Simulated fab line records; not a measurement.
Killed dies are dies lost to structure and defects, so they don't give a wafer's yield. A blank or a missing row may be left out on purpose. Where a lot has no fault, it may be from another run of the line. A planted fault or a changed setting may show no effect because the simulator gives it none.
Comparing a struck lot with a sound one	flow nand-harc	34 out of 1159 route steps
Sound: the wafers L447.2, L447.3, L447.5. The struck wafers were L444.4, L444.5, L444.6. Last of all comes the cause.
For every step that has rows: the tool of each side, followed by ch and its chambers, followed by its first start. Under that, the readings that differ: sound wafers	struck wafers	difference of the means	sigmas: that difference in standard deviations of wafers without a fault.
alike: a reading whose means differ by less than 2 such deviations, as well as words and numbers matching on both sides. not compared: withheld readings; readings where some wafer has no value; bounds like >300 that might hide an equal value; numbers whose values overlap and for which the record gives no deviation.
Wherever a step has rows on one side only, a row that says differs or no value, or a row with sigmas, the two part there. Non-overlapping numbers with no deviation appear without sigmas and do not part them. Lack of a reading on every wafer of one side parts them only where that side has two or more wafers.

first, 5 steps without rows for these wafers: NHARC_A_ONON_D1_DEP_19 (target thk 1000 nm); NHARC_A_ONON_D1_DEP_22 (target thk 1000 nm); NHARC_A_ONON_D1_DEP_25 (target thk 1000 nm); NHARC_A_ONON_D1_DEP_28 (target thk 1000 nm); NHARC_A_ONON_D1_DEP_33 (deposits SiO2, target thk 200 nm).
NHARC_A_CHANNEL_HOLE_D1_DEP_00: deposits aC, target thk 3100 nm.
  sound on acl-dep-02 ch 0, day 13 19:46; struck on acl-dep-01, day 12 20:02
reading	sound	struck	difference	sigmas
throttle-valve-pct (%)	34.995 35.000 35.006	- - -	no value on the struck wafers	
  not compared: susceptor-temp-C
then, 25 steps without rows for these wafers: NHARC_A_CHANNEL_HOLE_D1_DEP_01 (deposits SiON, target thk 140 nm); NHARC_A_CHANNEL_HOLE_D1_DEHYDRATE_02 (time 120 s); NHARC_A_CHANNEL_HOLE_D1_HMDS_03 (time 30 s); NHARC_A_CHANNEL_HOLE_D1_COAT_36 (time 75 s); NHARC_A_CHANNEL_HOLE_D1_COAT_37 (time 65 s); NHARC_A_CHANNEL_HOLE_D1_COAT_04 (resist thk 90 nm); NHARC_A_CHANNEL_HOLE_D1_SOFTBAKE_05 (time 55 s); NHARC_A_CHANNEL_HOLE_D1_EBR_06; NHARC_A_CHANNEL_HOLE_D1_EXPOSE_07 (exposes mask HOLE D1, target cd 100 nm); NHARC_A_CHANNEL_HOLE_D1_PEB_08 (peb time 65 s); NHARC_A_CHANNEL_HOLE_D1_DEVELOP_09 (develop time 35 s); NHARC_A_CHANNEL_HOLE_D1_DESCUM_15 (chemistry O2, time 3 s); NHARC_A_CHANNEL_HOLE_D1_ETCH_38 (etches the open film in CF4, target depth 39 nm, time 65 s); NHARC_A_CHANNEL_HOLE_D1_ETCH_39 (etches the open film in N2/H2, target depth 260 nm, time 325 s); NHARC_A_CHANNEL_HOLE_D1_ETCH_34 (etches the open film in CF4/CHF3, target depth 154 nm, time 77 s); NHARC_A_CHANNEL_HOLE_D1_ETCH_16 (etches the open film in O2/COS, target depth 3100 nm, time 806 s); NHARC_A_CHANNEL_HOLE_D1_ETCH_19 (etches the open film in C4F8/O2/Ar, time 34.5 s); NHARC_A_CHANNEL_HOLE_D1_ETCH_20 (etches the open film in C4F8/O2/Ar, time 361.9 s, target depth 1600 nm); NHARC_A_CHANNEL_HOLE_D1_ETCH_21 (etches the open film in C4F8/O2/Ar, time 514.3 s, target depth 1600 nm); NHARC_A_CHANNEL_HOLE_D1_ETCH_22 (etches the open film in C4F8/O2/Ar, time 666.7 s, target depth 1600 nm); NHARC_A_CHANNEL_HOLE_D1_ETCH_23 (etches the open film in C4F8/O2/Ar, time 819 s, target depth 1600 nm); NHARC_A_CHANNEL_HOLE_D1_ETCH_24 (etches the open film in C4F8/O2/Ar, time 906.2 s, target depth 1500 nm); NHARC_A_CHANNEL_HOLE_D1_ETCH_25 (etches the open film in C4F8/O2/Ar, time 1040.2 s, target depth 1500 nm); NHARC_A_CHANNEL_HOLE_D1_ETCH_26 (etches the open film in C4F8/O2/Ar, time 224.1 s, target depth 300 nm); NHARC_A_CHANNEL_HOLE_D1_ETCH_33 (etches the open film in C4F8/O2/Ar, time 90 s, target depth 400 nm).
NHARC_A_CHANNEL_HOLE_D1_CD_MEAS_30:
  sound on cd-sem-02, day 14 08:41; struck on cd-sem-03, day 13 04:38
reading	sound	struck	difference	sigmas
cd-nm (nm)	90.6 90.3 91.8	- - -	no value on the struck wafers	
NHARC_A_CHANNEL_HOLE_D1_INSPECT_40:
  sound on defect-inspect-02, day 14 08:52; struck on defect-inspect-02, day 13 04:59
reading	sound	struck	difference	sigmas
raw-defect-count	76 55 62	5947 5991 5941	+5895	+99 or more
  not compared: hold
next, for these wafers, 1 step has no rows: NHARC_END_SORT_01.

## WHERE THEY PART
Earliest at NHARC_A_CHANNEL_HOLE_D1_DEP_00; latest, in this record, at NHARC_A_CHANNEL_HOLE_D1_INSPECT_40.

WHY: whatever the simulator had introduced
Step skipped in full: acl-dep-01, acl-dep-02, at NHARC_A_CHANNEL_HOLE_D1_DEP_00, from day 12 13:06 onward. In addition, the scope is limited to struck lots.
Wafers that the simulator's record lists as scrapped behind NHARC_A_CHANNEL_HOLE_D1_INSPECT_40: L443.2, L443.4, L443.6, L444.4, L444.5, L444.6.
